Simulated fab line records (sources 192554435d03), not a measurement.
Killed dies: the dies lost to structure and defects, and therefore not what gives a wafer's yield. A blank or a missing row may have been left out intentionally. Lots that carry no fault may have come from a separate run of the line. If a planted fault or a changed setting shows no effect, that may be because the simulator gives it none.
fab line records	flow n5Finfet
record lots=9	wafers=26	lastDay=18
route steps=1938 shown BEOL_M11@1578 BEOL_M12@1616 PASSIVATION@1936
lots that met no fault: from a run of the same line without faults
startH: hours from the record's opening day to when the first of the lot's shown wafers began	waitH: how many hours have passed since the lot's step before this one	" the same as in the row above	L1.1+2: one row covering several wafers at once	- either no value or no given start	* or withheld: withheld	< > ~ a bound
route shown NAME@n: names a module that has steps shown in the file, with the first one's number in the route	usual: mean and standard deviation over wafers with no fault	same: alike in all rows	chamber/n: place in a boat	sites: readings site by site	_std_site: how widely they spread, as a standard deviation	_edge_site: the outer-site mean with the inner-site mean subtracted	radiusMm: how far each site lies from the wafer's centre	mask NAME#n: copy n	behind: the last tool/chamber to shape the wafer	hold: the reason the lot was held/the length of the hold in hours/how it ended	device: whichever transistor did not switch (one of n, p or np)	end of line: the tests these same wafers got at the end of their route	a step with no rows: only its recipe	killed: not the wafer's yield, but the dies lost to structure and defects at the first sort	map: a wafer's dies, marking killed ones x, the rest . and places with no die _
set.NAME: the setting that was run; set.NAME@STEP: the one run at that earlier step	model.NAME: the simulator's own value behind a step, which no gauge read
the route's steps for a sample of lots (tables are steps, rows are wafers)
services: a tool's chamber out of use, with start hour (startH, from the record's first day; less than 0 if before it), hours out, and reason
## steps
# step N5_BEOL_M11_TRENCH_ETCH_37
# recipe chemistry=C4F6/O2	targetDepthA=1488.3	target=SiCOH_lowk	timeS=48	ionEnergyEv=250	pressureMtorr=30	sourceW=345	biasW=185	Ar_flow_sccm=300	C4F6_flow_sccm=10	O2_flow_sccm=10
# usual drypumpMotorCurrentA=5.9/0.45	oesProductAu=0.78/0.097	rfVppV=659/18	showerheadPlenumPTorr=2.83/0.11	throttleValvePct=21.05/0.22
lot.wafer	tool	chamber	startH	waitH	drypumpMotorCurrentA	oesProductAu	rfHoursCounterH	rfVppV	showerheadPlenumPTorr	throttleValvePct
L840.3	rieDiel-01	2	-	-	5.4	0.71	196	677	2.94	21.06
L840.5	"	2	"	"	5.4	0.72	-	676	2.95	21.05
L840.6	"	1	"	"	5.5	0.94	-	656	2.92	21.01
L844.3	rieDiel-01	2	-	-	5.4	0.71	207	676	2.94	21.09
L844.4	"	0	"	"	5.5	0.68	245	648	2.82	21.28
L844.6	"	0	"	"	5.5	0.68	-	648	2.82	21.28
L846.1	rieDiel-03	0	-	-	5.8	0.72	182	679	2.94	21.32
L846.2	"	3	"	"	5.8	0.76	139	657	2.77	20.78
L846.3	"	1	"	"	6.8	0.68	224	657	2.71	21.34
L850.1	rieDiel-06	3	-	-	5.9	0.75	157	632	2.64	20.74
L850.2	"	0	"	"	6.6	0.73	216	637	2.71	20.70
L850.5	"	3	"	"	5.9	0.75	-	632	2.64	20.73
L851.4	rieDiel-06	0	-	-	6.6	0.72	221	639	2.71	20.71
L851.5	"	0	"	"	6.6	0.72	-	639	2.71	20.71
L851.6	"	1	"	"	6.5	0.83	-	672	3.01	20.96
L859.4	rieDiel-06	0	-	-	6.4	0.72	234	639	2.70	20.74
L859.6	"	1	"	"	6.5	0.82	-	671	3.00	20.98
L860.1	rieDiel-06	3	-	-	5.9	0.73	181	631	2.63	20.79
L860.2	"	1	"	"	6.5	0.82	87	671	3.00	21.01
L860.3	"	0	"	"	6.5	0.72	240	638	2.70	20.75
L861.3	rieDiel-06	1	-	-	6.5	0.81	88	671	3.00	21.02
L861.5	"	1	"	"	6.5	0.81	-	673	3.00	21.00
L861.6	"	0	"	"	6.5	0.72	-	638	2.70	20.75
L862.2	rieDiel-03	1	-	-	6.8	0.66	253	655	2.70	21.38
L862.3	"	3	"	"	5.8	0.73	168	657	2.76	20.83
L862.5	"	0	"	"	5.7	0.71	-	679	2.93	21.36
# step N5_BEOL_M11_SPUTTER_48
# recipe material=Cu	targetThkA=120	tempC=-20	biasV=60	powerW=26000	chamberPressurePa=0.13	timeS=2
# usual chuckSensorTempC=-15.9/0.44	substrateTempC=-19.99/0.11	throttleValvePct=30.2/1.2
lot.wafer	tool	chamber	startH	waitH	chuckSensorTempC	substrateTempC	throttleValvePct
L840.3	pvdSputter-03	-	216.52	0.1	-16.4	-19.91	31.6
L840.5	"	-	"	"	-15.4	-19.80	30.9
L840.6	"	-	"	"	-16.2	-19.99	31.4
L844.3	pvdSputter-02	-	253.70	2.0	-15.5	-19.78	30.6
L844.4	"	-	"	"	-16.5	-19.95	29.9
L844.6	"	-	"	"	-16.4	-19.94	30.0
L846.1	pvdSputter-02	-	272.72	0.1	-16.0	-20.29	30.9
L846.2	"	-	"	"	-15.2	-19.88	28.8
L846.3	"	-	"	"	-16.5	-19.95	30.1
L850.1	pvdSputter-02	-	286.90	0.1	-16.5	-20.14	30.0
L850.2	"	-	"	"	-15.2	-20.02	28.8
L850.5	"	-	"	"	-15.7	-20.06	30.5
L851.4	pvdSputter-03	-	304.75	0.1	-16.2	-20.10	31.7
L851.5	"	-	"	"	-15.6	-20.05	31.0
L851.6	"	-	"	"	-16.1	-19.92	31.6
L859.4	pvdSputter-03	-	342.15	0.1	-16.0	-19.91	31.4
L859.6	"	-	"	"	-15.8	-20.03	31.7
L860.1	pvdSputter-03	-	364.02	0.2	-15.6	-19.94	31.1
L860.2	"	-	"	"	-16.0	-20.09	31.2
L860.3	"	-	"	"	-16.2	-20.07	31.6
L861.3	pvdSputter-02	-	368.96	0.1	-16.4	-19.97	30.0
L861.5	"	-	"	"	-15.3	-19.83	28.7
L861.6	"	-	"	"	-15.3	-19.98	30.8
L862.2	pvdSputter-02	-	369.12	0.2	-16.5	-19.88	30.1
L862.3	"	-	"	"	-16.1	-19.89	30.8
L862.5	"	-	"	"	-16.0	-19.96	31.0
# step N5_BEOL_M12_ETCH_59
# recipe chemistry=N2/H2	target=BARC	targetDepthA=890	overetchA=267	timeS=67.9	ionEnergyEv=200	pressureMtorr=30	sourceW=840	biasW=150	n2FlowSccm=200	h2FlowSccm=200
# usual drypumpMotorCurrentA=5.7/0.39	h2FlowSccm=200.0/0.56	oesProductAu=0.70/0.075	rfVppV=523.7/2.9	showerheadPlenumPTorr=2.54/0.11	throttleValvePct=17.81/0.26
lot.wafer	tool	chamber	startH	waitH	drypumpMotorCurrentA	h2FlowSccm	oesProductAu	rfHoursCounterH	rfVppV	showerheadPlenumPTorr	throttleValvePct
L840.3	rieDiel-04	0	218.26	0.0	5.6	199.1	0.72	67	527.8	2.71	17.98
L840.5	"	3	"	"	6.1	200.4	0.77	-	524.0	2.47	17.36
L840.6	"	2	"	"	5.3	200.4	0.58	-	522.6	2.52	18.44
L844.3	rieDiel-05	3	255.66	0.0	5.5	200.1	0.75	43	521.7	2.49	18.13
L844.4	"	1	"	"	6.2	200.3	0.63	185	526.2	2.63	17.95
L844.6	"	0	"	"	5.1	199.9	0.74	-	525.9	2.61	17.45
L846.1	rieDiel-05	0	275.08	0.0	5.1	199.3	0.75	42	527.1	2.60	17.45
L846.2	"	1	"	"	6.1	198.9	0.63	191	525.8	2.62	17.96
L846.3	"	2	"	"	5.5	200.4	0.60	206	515.6	2.31	17.84
L850.1	rieDiel-05	2	290.43	0.0	5.5	200.1	0.60	211	518.0	2.31	17.82
L850.2	"	1	"	"	6.1	200.9	0.62	196	527.5	2.62	17.97
L850.5	"	3	"	"	5.5	199.7	0.73	-	521.7	2.48	18.15
L851.4	rieDiel-05	0	306.68	0.0	5.1	199.3	0.74	47	524.8	2.60	17.47
L851.5	"	3	"	"	5.6	198.8	0.73	-	521.1	2.48	18.13
L851.6	"	0	"	"	5.1	200.2	0.73	-	525.8	2.60	17.46
L859.4	rieDiel-05	0	343.80	0.0	5.1	199.6	0.72	59	525.5	2.60	17.48
L859.6	"	0	"	"	5.1	199.6	0.71	-	524.7	2.60	17.48
L860.1	rieDiel-04	1	366.31	0.0	5.5	199.4	0.78	19	525.6	2.60	17.44
L860.2	"	3	"	"	6.1	200.2	0.71	76	520.0	2.45	17.45
L860.3	"	0	"	"	5.6	199.9	0.66	130	527.6	2.68	18.10
L861.3	rieDiel-02	1	370.64	0.0	5.9	200.2	0.70	86	525.1	2.59	17.82
L861.5	"	0	"	"	6.1	200.2	0.76	-	529.2	2.71	17.49
L861.6	"	3	"	"	6.6	200.1	0.79	-	523.7	2.50	17.57
L862.2	rieDiel-04	3	370.98	0.0	6.0	200.2	0.72	77	522.0	2.45	17.43
L862.3	"	0	"	"	5.6	199.2	0.66	131	527.0	2.68	18.10
L862.5	"	1	"	"	5.4	200.3	0.77	-	524.4	2.60	17.44
# step N5_BEOL_M12_STRIP_63
# recipe chemistry=N2/H2	powerW=1000	tempC=250	h2Frac=0.65	overashFraction=0.3	pressureMtorr=1000	n2FlowSccm=1750	h2FlowSccm=3250
# usual drypumpMotorCurrentA=5.55/0.16	h2FlowSccm=3249/9.8	heaterPowerW=341/26	oesProductAu=0.693/0.0048	stripTimeToEndpointS=43.0/1.1
lot.wafer	tool	chamber	startH	waitH	drypumpMotorCurrentA	h2FlowSccm	heaterPowerW	oesProductAu	rfHoursCounterH	stripTimeToEndpointS
L840.3	plasmaAsher-02	0	218.53	-	5.67	3250	329	0.692	-	41.5
L840.5	"	1	"	"	5.56	3249	351	0.697	-	41.9
L840.6	"	0	"	"	5.64	3239	339	0.692	-	42.9
L844.3	plasmaAsher-02	1	255.93	-	5.57	3244	351	0.686	-	43.7
L844.4	"	0	"	"	5.63	3253	336	0.693	-	44.1
L844.6	"	0	"	"	5.65	3266	335	0.697	-	42.1
L846.1	plasmaAsher-02	1	275.33	-	5.57	3260	350	0.693	125	42.4
L846.2	"	0	"	"	5.66	3248	320	0.692	125	43.6
L846.3	"	0	"	"	5.66	3262	337	0.692	-	43.9
L850.1	plasmaAsher-01	0	290.68	-	5.26	3244	369	0.697	79	43.8
L850.2	"	1	"	"	5.71	3254	299	0.698	79	44.6
L850.5	"	0	"	"	5.27	3250	378	0.694	-	41.8
L851.4	plasmaAsher-01	1	306.97	-	5.69	3243	303	0.688	-	34.1
L851.5	"	1	"	"	5.70	3245	306	0.689	-	40.3
L851.6	"	0	"	"	5.25	3251	383	0.677	-	34.2
L859.4	plasmaAsher-02	1	344.07	-	5.55	3260	348	0.680	-	32.9
L859.6	"	0	"	"	5.63	3253	336	0.686	-	33.3
L860.1	plasmaAsher-02	0	366.56	-	5.67	3276	320	0.699	143	42.6
L860.2	"	1	"	"	5.56	3260	352	0.696	143	43.7
L860.3	"	1	"	"	5.57	3257	352	0.696	-	43.2
L861.3	plasmaAsher-01	1	370.92	-	5.72	3253	303	0.698	-	45.8
L861.5	"	0	"	"	5.28	3243	383	0.689	-	42.4
L861.6	"	1	"	"	5.72	3242	304	0.697	-	43.9
L862.2	plasmaAsher-02	0	371.23	-	5.64	3252	328	0.697	144	44.6
L862.3	"	1	"	"	5.56	3247	353	0.695	-	45.0
L862.5	"	0	"	"	5.62	3251	336	0.699	-	43.2
# step N5_BEOL_M12_STRIP_64
# recipe chemistry=N2/H2	powerW=1000	tempC=250	h2Frac=0.65	overashFraction=0.3	pressureMtorr=withheld	n2FlowSccm=1750	h2FlowSccm=3250
# usual drypumpMotorCurrentA=5.55/0.16	h2FlowSccm=3251/10	heaterPowerW=341/26	oesProductAu=0.714/0.0043	stripTimeToEndpointS=31.32/0.083
lot.wafer	tool	chamber	startH	waitH	drypumpMotorCurrentA	h2FlowSccm	heaterPowerW	oesProductAu	rfHoursCounterH	stripTimeToEndpointS
L840.3	plasmaAsher-02	0	218.59	0.0	5.62	3242	333	0.708	-	31.30
L840.5	"	1	"	"	5.57	3256	359	0.709	-	31.28
L840.6	"	0	"	"	5.63	3258	334	0.716	-	31.32
L844.3	plasmaAsher-02	1	255.99	0.0	5.56	3252	351	0.716	-	31.21
L844.4	"	0	"	"	5.64	3249	330	0.715	-	31.28
L844.6	"	0	"	"	5.61	3260	335	0.717	-	31.19
L846.1	plasmaAsher-02	1	275.39	0.0	5.58	3225	345	0.717	125	31.34
L846.2	"	0	"	"	5.69	3244	338	0.717	125	31.27
L846.3	"	0	"	"	5.66	3240	334	0.714	-	31.16
L850.1	plasmaAsher-01	0	290.74	0.0	5.26	3255	377	0.706	80	31.38
L850.2	"	1	"	"	5.70	3250	311	0.716	80	31.38
L850.5	"	0	"	"	5.27	3251	380	0.712	-	31.43
L851.4	plasmaAsher-01	1	307.03	0.0	5.71	3268	309	0.711	-	31.35
L851.5	"	1	"	"	5.71	3271	296	0.723	-	31.32
L851.6	"	0	"	"	5.29	3246	376	0.716	-	31.27
L859.4	plasmaAsher-02	1	344.13	0.0	5.57	3231	360	0.725	-	31.22
L859.6	"	0	"	"	5.63	3249	338	0.718	-	31.20
L860.1	plasmaAsher-02	0	366.62	0.0	5.66	3249	334	0.716	144	31.45
L860.2	"	1	"	"	5.54	3250	349	0.710	144	31.34
L860.3	"	1	"	"	5.55	3255	355	0.718	-	31.43
L861.3	plasmaAsher-01	1	370.98	0.0	5.69	3270	308	0.717	-	31.41
L861.5	"	0	"	"	5.27	3256	368	0.711	-	31.33
L861.6	"	1	"	"	5.70	3253	303	0.715	-	31.33
L862.2	plasmaAsher-02	0	371.29	0.0	5.61	3237	335	0.715	145	31.24
L862.3	"	1	"	"	5.58	3259	352	0.715	-	31.30
L862.5	"	0	"	"	5.66	3245	329	0.716	-	31.33
# step N5_PASSIVATION_PROBE_49
# usual defectLimitedYield=91.2/1.6	killed_at_M0_to_M3=34/11	killed_at_M4_up=13/5.2	killedAtContacts=13/6.3	killedAtFrontEnd=40/14	killedAtOther=3.2/2.4	killedDies=104/19	killedOpen=69/14	killedShort=32/7.5	sort_bin_5_function=5.3/1.1	sort_bin_6_memory=3.2/0.73	sort_bin_8_speed=0.01/0.038	sortNPass=1076/19	sortYieldPct=91.2/1.6
# same grossDies=1180	killedAtBackSide=0	sort_bin_4_leakage[%]=0
lot.wafer	tool	chamber	startH	waitH	defectLimitedYield[%]	killed_at_M0_to_M3	killed_at_M4_up	killedAtContacts	killedAtFrontEnd	killedAtOther	killedDies	killedOpen	killedShort	sort_bin_5_function[%]	sort_bin_6_memory[%]	sort_bin_8_speed[%]	sortNPass	sortYieldPct[%]
L859.4	prober-02	-	387.52	0.2	91.5	37	8	11	39	5	100	56	39	5.0	3.0	0	1080	91.5
L859.6	prober-02	-	387.62	0.3	91.4	50	10	6	34	1	101	70	28	5.8	2.6	0	1079	91.4
L860.1	prober-02	-	400.46	0.0	91.7	24	7	23	43	1	98	60	37	5.8	2.2	0	1082	91.7
L860.2	prober-02	-	400.51	0.1	90.9	49	11	8	38	1	107	69	33	5.8	2.8	0	1073	90.9
L860.3	prober-02	-	400.56	0.1	89.8	38	21	21	39	1	120	88	32	6.7	3.1	0	1060	89.8
# killed by level:class
L859.4 BEOL_M0_SAQP:geometricParticle:short=12 MOL_CONTACT_COAG:geometricParticle:open=10 BEOL_M0_SAQP:geometricParticle:open=9 FIN_SAQP:geometricParticle:short=8 DUMMY_GATE:geometricParticle:open=6 GATE_CUT:geometricParticle:short=6 STI_FIN_REVEAL:geometricParticle:open=4 BEOL_M3:geometricParticle:open=4
L859.6 BEOL_M0_SAQP:geometricParticle:open=12 BEOL_M3:geometricParticle:open=11 BEOL_M0_SAQP:geometricParticle:short=10 BEOL_M1:geometricParticle:open=9 STARTING-WAFER:geometricParticle:open=6 FIN_SAQP:geometricParticle:open=5 FIN_SAQP:geometricParticle:short=5 DUMMY_GATE:geometricParticle:open=4
L860.1 MOL_CONTACT_COAG:geometricParticle:open=15 FIN_SAQP:geometricParticle:short=14 MOL_CONTACT_COAG:geometricParticle:short=8 STI_FIN_REVEAL:geometricParticle:open=7 FIN_SAQP:geometricParticle:open=6 BEOL_M2:geometricParticle:open=6 BEOL_M3:geometricParticle:open=5 BEOL_M0_SAQP:geometricParticle:open=5
L860.2 BEOL_M2:geometricParticle:open=18 BEOL_M0_SAQP:geometricParticle:short=10 BEOL_M1:geometricParticle:open=8 STI_FIN_REVEAL:geometricParticle:open=6 DUMMY_GATE:geometricParticle:open=6 MOL_CONTACT_COAG:geometricParticle:open=6 BEOL_M0:geometricParticle:open=6 FIN_SAQP:geometricParticle:short=5
L860.3 MOL_CONTACT_COAG:geometricParticle:open=16 BEOL_M2:geometricParticle:open=14 FIN_SAQP:geometricParticle:short=9 BEOL_M1:geometricParticle:open=9 STI_FIN_REVEAL:geometricParticle:open=8 FIN_SAQP:geometricParticle:open=7 DUMMY_GATE:geometricParticle:open=6 MOL_CONTACT_COAG:geometricParticle:short=5
## services
tool	chamber	startH	hours	kind
rieDiel-06	2	198.77	-	clean
rieDiel-06	2	198.77	-	consumableReplace:focusRing
rieDiel-06	2	198.77	24.8	scheduledDown
rieDiel-06	2	198.77	24.8	ventCycle
rieDiel-06	-	199.41	3.9	repair
rieDiel-05	3	201.47	13.7	repair
rieDiel-01	3	207.40	19.4	repair
plasmaAsher-01	-	213.40	2.8	pm
rieDiel-05	2	219.41	2.6	repair
rieDiel-02	3	230.91	5.1	repair
rieDiel-04	2	237.62	-	clean
rieDiel-04	2	237.62	-	consumableReplace:focusRing
rieDiel-04	2	237.62	14.2	scheduledDown
rieDiel-04	2	237.62	14.2	ventCycle
plasmaAsher-02	-	253.43	0.5	repair
rieDiel-05	-	291.28	14.6	pm
rieDiel-01	1	293.98	4.3	repair
rieDiel-03	-	297.78	2.8	pm
rieDiel-04	1	306.00	-	clean
rieDiel-04	3	317.19	18.4	repair
plasmaAsher-02	-	327.49	2.1	repair
rieDiel-02	2	328.01	2.4	repair
rieDiel-01	-	333.66	2.8	pm
rieDiel-04	3	352.07	12.2	repair
## key
firstSign step=N5_BEOL_M12_STRIP_63	reading=stripTimeToEndpointS	direction=down	sigmas=8.5	usual=*	struck=*
effect none on later readings
metAt N5_BEOL_M12_ETCH_59
struckLots L851,L859
struckWafers L851.4,L851.6,L859.4,L859.6
notActingAt N5_BEOL_M11_TRENCH_ETCH_37,N5_BEOL_M11_SPUTTER_48,N5_BEOL_M12_STRIP_64
onsetBetween 290.43 306.68
fault kind=processParameterDrift	tool=rieDiel-05	chamber=-	onsetH=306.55	steps=N5_BEOL_M12_ETCH_59	channel=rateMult	offset=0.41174	shape=step	endH=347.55	scope=struckWafersOnly
